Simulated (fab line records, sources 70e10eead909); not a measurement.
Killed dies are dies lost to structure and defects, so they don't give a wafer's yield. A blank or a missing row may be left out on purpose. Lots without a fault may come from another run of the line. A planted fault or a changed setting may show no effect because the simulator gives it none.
A struck lot beside a sound one | flow nand_harc | 32 steps out of a route of 1159
Sound: wafers L532.3, L532.4, L532.6. Struck: wafers L542.1, L542.4, L542.5. The cause comes at the end.
At each step with rows: each side's tool, then ch and its chambers, then its first start. Under that, the readings that differ: sound wafers | struck wafers | difference of the means | sigmas: that difference in standard deviations of wafers without a fault.
alike: readings whose means differ by less than 2 such deviations, and words and numbers that are the same on both sides. not compared: withheld readings, readings that some wafer has no value for, bounds like >300 that may hide the same value, and numbers for which the record gives no deviation and whose values overlap.
The two part at a step that has a row with sigmas, a row that says differs or no value, or rows on one side only. Numbers that don't overlap but have no deviation are shown without sigmas and don't part them. A reading that every wafer of one side lacks parts them only if that side has two wafers or more.

first, 9 steps without rows for these wafers: NHARC_A_CHANNEL_HOLE_D1_COAT_36 (time 75 s); NHARC_A_CHANNEL_HOLE_D1_COAT_37 (time 65 s); NHARC_A_CHANNEL_HOLE_D1_COAT_04 (resist thk 90 nm); NHARC_A_CHANNEL_HOLE_D1_SOFTBAKE_05 (time 55 s); NHARC_A_CHANNEL_HOLE_D1_EBR_06; NHARC_A_CHANNEL_HOLE_D1_EXPOSE_07 (exposes mask HOLE D1, target cd 100 nm); NHARC_A_CHANNEL_HOLE_D1_PEB_08 (peb time 65 s); NHARC_A_CHANNEL_HOLE_D1_DEVELOP_09 (develop time 35 s); NHARC_A_CHANNEL_HOLE_D1_DESCUM_15 (chemistry O2, time 3 s).
NHARC_A_CHANNEL_HOLE_D1_ETCH_38: etches the open film in CF4, target depth 39 nm, time 65 s.
  sound on rie_diel-08 ch 0,1,2, day 9 21:07; struck on rie_diel-08 ch 2,3, day 12 14:25
  reading                | sound                | struck               | difference | sigmas
  throttle_valve_pct (%) | 13.295 13.294 13.289 | 13.267 13.279 13.275 | -0.019     | -2
  alike: drypump_motor_current_A, oes_product_au, rf_vpp_V, showerhead_plenum_p_Torr
  not compared: rf_hours_counter_h
then, 20 steps without rows for these wafers: NHARC_A_CHANNEL_HOLE_D1_ETCH_39 (etches the open film in N2/H2, target depth 260 nm, time 325 s); NHARC_A_CHANNEL_HOLE_D1_ETCH_34 (etches the open film in CF4/CHF3, target depth 154 nm, time 77 s); NHARC_A_CHANNEL_HOLE_D1_ETCH_16 (etches the open film in O2/COS, target depth 3100 nm, time 806 s); NHARC_A_CHANNEL_HOLE_D1_ETCH_19 (etches the open film in C4F8/O2/Ar, time 34.5 s); NHARC_A_CHANNEL_HOLE_D1_ETCH_20 (etches the open film in C4F8/O2/Ar, time 361.9 s, target depth 1600 nm); NHARC_A_CHANNEL_HOLE_D1_ETCH_21 (etches the open film in C4F8/O2/Ar, time 514.3 s, target depth 1600 nm); NHARC_A_CHANNEL_HOLE_D1_ETCH_22 (etches the open film in C4F8/O2/Ar, time 666.7 s, target depth 1600 nm); NHARC_A_CHANNEL_HOLE_D1_ETCH_23 (etches the open film in C4F8/O2/Ar, time 819 s, target depth 1600 nm); NHARC_A_CHANNEL_HOLE_D1_ETCH_24 (etches the open film in C4F8/O2/Ar, time 906.2 s, target depth 1500 nm); NHARC_A_CHANNEL_HOLE_D1_ETCH_25 (etches the open film in C4F8/O2/Ar, time 1040.2 s, target depth 1500 nm); NHARC_A_CHANNEL_HOLE_D1_ETCH_26 (etches the open film in C4F8/O2/Ar, time 224.1 s, target depth 300 nm); NHARC_A_CHANNEL_HOLE_D1_ETCH_33 (etches the open film in C4F8/O2/Ar, time 90 s, target depth 400 nm); NHARC_A_CHANNEL_HOLE_D1_STRIP_41 (strips in N2/H2); NHARC_A_CHANNEL_HOLE_D1_STRIP_42 (strips in CF4/CHF3); NHARC_A_CHANNEL_HOLE_D1_STRIP_43 (strips in O2/COS); NHARC_A_CHANNEL_HOLE_D1_ETCH_44 (etches the open film in CF4/O2, target depth 140 nm, overetch 14 nm, time 77 s); NHARC_A_CHANNEL_HOLE_D1_STRIP_27 (strips in O2); NHARC_A_CHANNEL_HOLE_D1_PRECLEAN_28 (cleans in SC1); NHARC_A_CHANNEL_HOLE_D1_SRD_29; NHARC_A_CHANNEL_HOLE_D1_XSEM_31.
NHARC_A_CHANNEL_HOLE_D1_INSPECT_40:
  sound on defect_inspect-01, day 10 03:56; struck on defect_inspect-02, day 12 21:25
  reading          | sound    | struck      | difference | sigmas
  raw_defect_count | 97 94 78 | 683 675 723 | +604       | +32
  not compared: hold
then, 1 step without rows for these wafers: NHARC_END_SORT_01.

WHERE THEY PART
First at NHARC_A_CHANNEL_HOLE_D1_ETCH_38; last, within this record, at NHARC_A_CHANNEL_HOLE_D1_INSPECT_40.

WHY: what the simulator had put in
Chamber particle source: rie_diel-08, from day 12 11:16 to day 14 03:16, at NHARC_A_CHANNEL_HOLE_D1_ETCH_38. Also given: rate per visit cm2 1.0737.
